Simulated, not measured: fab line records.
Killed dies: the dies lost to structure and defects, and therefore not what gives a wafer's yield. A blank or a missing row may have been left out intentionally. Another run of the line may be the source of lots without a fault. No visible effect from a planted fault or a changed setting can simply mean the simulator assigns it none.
Matching of chambers    flow n5Finfet    N5_MOL_CONTACT_COAG_ETCHBACK_135 on rieDiel-02 has 4 sister chambers
The step etches SiO2 in CHF3, target depth 25 nm, time 16.7 s. 4 wafers are shown with their chamber, then 12 later ones without.

== WAFERS, EACH WITH ITS CHAMBER ==
wafer   chamber  rfVppV (V)
L090.1  1        524
L090.2  2        521
L090.5  0        522
L090.6  3        523

== WAFERS WITHOUT THEIR CHAMBER ==
wafer   rfVppV (V)
L091.1  521
L091.2  522
L091.3  519
L093.2  522
L093.3  520
L093.4  524
L097.1  523
L097.2  522
L097.3  520
L097.4  521
L097.5  523
L097.6  524

== CHAMBER TAKEN BY EACH ==
wafer   from the rows above           in truth
L091.1  can't be placed: 2 or 0       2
L091.2  can't be placed: 0 or 2 or 3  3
L091.3  can't be placed: 2 or 0       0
L093.2  can't be placed: 0 or 2 or 3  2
L093.3  can't be placed: 2 or 0       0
L093.4  can't be placed: 1 or 3       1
L097.1  can't be placed: 3 or 0 or 1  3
L097.2  can't be placed: 0 or 2 or 3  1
L097.3  can't be placed: 2 or 0       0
L097.4  can't be placed: 2 or 0       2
L097.5  can't be placed: 3 or 0 or 1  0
L097.6  can't be placed: 1 or 3       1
Correctly placed: 0 of 12. Cannot be placed on the basis of these rows: 12; the candidates contain the true chamber in 11. Placed wrongly: 0.
How it was worked out, from the rows above alone: a wafer's distance from a chamber is the root of the sum, over the readings, of the square of ((its reading less the chamber's mean) divided by the reading's scatter). If the next closest chamber is less than 2 further off than the closest, the wafer can't be placed; otherwise it belongs to the closest. Each chamber's mean is taken over the wafers shown for it. The scatter (one wafer shown for each chamber): square how far every hidden wafer sits from the nearest shown wafer, average those squares and take the square root.
